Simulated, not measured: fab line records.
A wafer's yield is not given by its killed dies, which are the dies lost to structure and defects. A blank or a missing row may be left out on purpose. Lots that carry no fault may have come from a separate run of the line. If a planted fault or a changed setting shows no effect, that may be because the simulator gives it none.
Chamber matching + flow nand_harc + rie_diel-02 running NHARC_A_STAIRCASE_DESCUM_252: 4 sister chambers
The step chemistry O2, time 3 s. 14 wafers are shown with their chamber, then 7 later ones without.

WAFERS, EACH WITH ITS CHAMBER
| wafer  | chamber | showerhead_plenum_p_Torr (Torr) | rf_vpp_V (V) | oes_product_au (a.u.) |
|--------|---------|---------------------------------|--------------|-----------------------|
| L908.1 | 2       | 1.96                            | 57.2         | 1.003                 |
| L908.2 | 1       | 1.81                            | 56.2         | 0.993                 |
| L908.4 | 3       | 1.83                            | 57.7         | 1.003                 |
| L910.2 | 0       | 2.06                            | 58.8         | 1.008                 |
| L910.3 | 2       | 1.96                            | 57.1         | 1.019                 |
| L910.4 | 0       | 2.06                            | 58.4         | 1.000                 |
| L916.1 | 3       | 1.82                            | 57.4         | 0.994                 |
| L916.2 | 0       | 2.06                            | 57.3         | 1.002                 |
| L916.5 | 0       | 2.06                            | 58.0         | 0.994                 |
| L926.2 | 1       | 1.80                            | 57.2         | 0.979                 |
| L926.3 | 2       | 1.95                            | 58.3         | 0.991                 |
| L926.5 | 3       | 1.82                            | 56.9         | 1.008                 |
| L928.1 | 2       | 1.95                            | 57.7         | 0.981                 |
| L928.4 | 1       | 1.80                            | 57.0         | 0.979                 |

SIGNATURES (averages over the wafers above)
| reading                  | chamber 0 | chamber 1 | chamber 2 | chamber 3 | scatter within a chamber |
|--------------------------|-----------|-----------|-----------|-----------|--------------------------|
| showerhead_plenum_p_Torr | 2.0600    | 1.8033    | 1.9550    | 1.8233    | 0.00483                  |
| rf_vpp_V                 | 58.125    | 56.800    | 57.575    | 57.333    | 0.55                     |
| oes_product_au           | 1.00100   | 0.98367   | 0.99850   | 1.00167   | 0.0107                   |
Rule: for a wafer and a chamber, the distance is found by dividing, reading by reading, the gap between the wafer's reading and the chamber's mean by the reading's scatter, squaring, summing and taking the root. If the next closest chamber is less than 2 further off than the closest, the wafer can't be placed; otherwise it belongs to the closest. The scatter is the square root of a quotient: the sum, over the shown wafers, of each reading's squared deviation from its chamber's mean, divided by wafers minus chambers.

WAFERS WITH NO CHAMBER GIVEN
| wafer  | showerhead_plenum_p_Torr (Torr) | rf_vpp_V (V) | oes_product_au (a.u.) |
|--------|---------------------------------|--------------|-----------------------|
| L928.6 | 2.05                            | 57.6         | 1.004                 |
| L929.1 | 1.82                            | 56.3         | 1.006                 |
| L929.4 | 1.80                            | 57.6         | 0.984                 |
| L929.6 | 1.80                            | 58.8         | 0.977                 |
| L930.1 | 1.95                            | 58.8         | 0.982                 |
| L930.4 | 1.81                            | 57.0         | 0.998                 |
| L930.6 | 1.81                            | 57.0         | 1.002                 |

EACH ONE'S CHAMBER
| wafer  | from the rows above     | in truth |
|--------|-------------------------|----------|
| L928.6 | 0                       | 0        |
| L929.1 | 3                       | 3        |
| L929.4 | 1                       | 1        |
| L929.6 | 1                       | 1        |
| L930.1 | 2                       | 2        |
| L930.4 | can't be placed: 1 or 3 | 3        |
| L930.6 | can't be placed: 1 or 3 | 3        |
Placed correctly: 5 of 7. Unplaceable from these rows: 2, with the true chamber sitting among the candidates in 2. Number placed wrongly: 0.
